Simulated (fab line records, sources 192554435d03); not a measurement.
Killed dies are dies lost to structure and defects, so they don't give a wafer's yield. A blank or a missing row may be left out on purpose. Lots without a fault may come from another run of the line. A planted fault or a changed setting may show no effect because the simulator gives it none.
Split-lot experiment | flow n5_finfet | 7 lots, 21 wafers read, on a route of 1938 steps

THE SPLIT
At N5_BEOL_M7_ILD_DEP_00 (deposits SiCOH lowk from DEMS/porogen, target thk 179.75 nm, time 33.4 s), the setting time_s was moved away from the recipe's 33.4 s on 8 of the 21 wafers read, by -5.2% to +11.5%. The other wafers ran this setting at the recipe's value.

FROM THE SPLIT TO THE READING: what the file shows between them, 1 step
- N5_BEOL_M7_CURE_74: cures SiCOH lowk, time 240 s

THE READING
M7_ILD_THK, in nm, at N5_BEOL_M7_THK_MEAS_01. Fault-free wafers of this fab line usually give 156.5 nm, standard deviation 1.8 nm.

wafer  | tool, chamber at the split | time_s as run, s | against the recipe | M7_ILD_THK, nm | against lot-mates on the recipe
L078.2 | pecvd-01, 0                | 37.07            | +11.0%             | 171.5          | +13.2
L078.4 | pecvd-01, 2                | 33.4             | recipe             | 158.3          | -
L078.5 | pecvd-01, 0                | 37.07            | +11.0%             | 174.1          | +15.8
L080.2 | pecvd-03, 1                | 31.84            | -4.7%              | 146.7          | -10.7
L080.3 | pecvd-03, 0                | 31.84            | -4.7%              | 146.2          | -11.2
L080.6 | pecvd-03, 0                | 33.4             | recipe             | 157.4          | -
L083.2 | pecvd-03, 1                | 33.4             | recipe             | 155.3          | -
L083.4 | pecvd-03, 2                | 33.4             | recipe             | 157.7          | -
L083.5 | pecvd-03, 0                | 33.4             | recipe             | 158.4          | -
L085.1 | pecvd-04, 1                | 33.4             | recipe             | 152.5          | -
L085.4 | pecvd-04, 0                | 31.65            | -5.2%              | 149.5          | -3.0
L085.6 | pecvd-04, 1                | 31.65            | -5.2%              | 148.2          | -4.3
L086.4 | pecvd-04, 1                | 33.4             | recipe             | 155.7          | -
L086.5 | pecvd-04, 1                | 35.74            | +7.0%              | 165.9          | +11.0
L086.6 | pecvd-04, 0                | 33.4             | recipe             | 154.2          | -
L091.3 | pecvd-03, 0                | 33.4             | recipe             | 154.0          | -
L091.4 | pecvd-03, 0                | 37.25            | +11.5%             | 175.3          | +18.8
L091.6 | pecvd-03, 1                | 33.4             | recipe             | 159.1          | -
L095.1 | pecvd-03, 1,2,0            | 33.4             | recipe             | 156.6          | -
L095.2 | pecvd-03, 1,2,0            | 33.4             | recipe             | 156.7          | -
L095.3 | pecvd-03, 1,2,0            | 33.4             | recipe             | 156.5          | -
Where a row lists several chambers, the file gives one row for several wafers and doesn't say which wafer went through which chamber.

THE FIT
A straight line over all 21 wafers: M7_ILD_THK changes by +1.58 nm for each +1% of time_s; r = +0.97; the points scatter about the line by 1.9 nm.
The same after taking each lot's own level away (the mean of its wafers on the recipe; 21 wafers): +1.44 nm for each +1%; r = +0.96; scatter 2.3 nm.
On that fit, the largest move of time_s shifts the reading by 17 nm.
The lots' own levels span 152.50 to 158.30 nm, that is 3.2 times the standard deviation above.
So the lot-to-lot level changes the slope little: the two slopes agree.
Check: with one of the wafers moved furthest among these (+11.5%) left out of the fit, the line predicts +15.8 nm for it against its lot-mates. It came out at +18.8 nm against them.

OTHER SPLITS ON THESE WAFERS
These wafers also went through other splits before the reading. Each is held against what the fit with the lots' levels taken away leaves over:
other split on the same wafers  | wafers away from the commonest value | r with M7_ILD_THK (lot level and that fit taken away)
N5_BEOL_M4_EXPOSE_08 dose_mj    | 8                                    | +0.12
N5_BEOL_M4_EXPOSE_25 dose_mj    | 9                                    | -0.56
N5_BEOL_M4_ETCH_70 source_w     | 5                                    | -0.08
N5_BEOL_M5_VIA_ETCH_34 source_w | 7                                    | +0.62
N5_BEOL_M6_ILD_DEP_00 time_s    | 8                                    | +0.14
N5_BEOL_M6_COAT_59 spin_rpm     | 9                                    | +0.02

THE WHOLE CHAIN: every reading that the file lists as answering this split, in the file's order
step                   | what it does                                                             | reading                                                                                  | change (the file's fit)              | r (the file's)
N5_BEOL_M7_ILD_DEP_00  | deposits SiCOH lowk from DEMS/porogen, target thk 179.75 nm, time 33.4 s | SiCOH_lowk_of_BEOL_M7_ILD_DEP_00.thk_nm (the simulator's own value, which no gauge read) | +1.7 nm for each +1% of the setting  | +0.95
N5_BEOL_M7_CURE_74     | cures SiCOH lowk, time 240 s                                             | SiCOH_lowk_of_BEOL_M7_ILD_DEP_00.thk_nm (the simulator's own value, which no gauge read) | +1.48 nm for each +1% of the setting | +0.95
N5_BEOL_M7_THK_MEAS_01 |                                                                          | M7_ILD_THK                                                                               | +1.48 for each +1% of the setting    | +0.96

THE FILE'S OWN FIT
M7_ILD_THK changes by +1.48 nm for each +1% of time_s, r = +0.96.
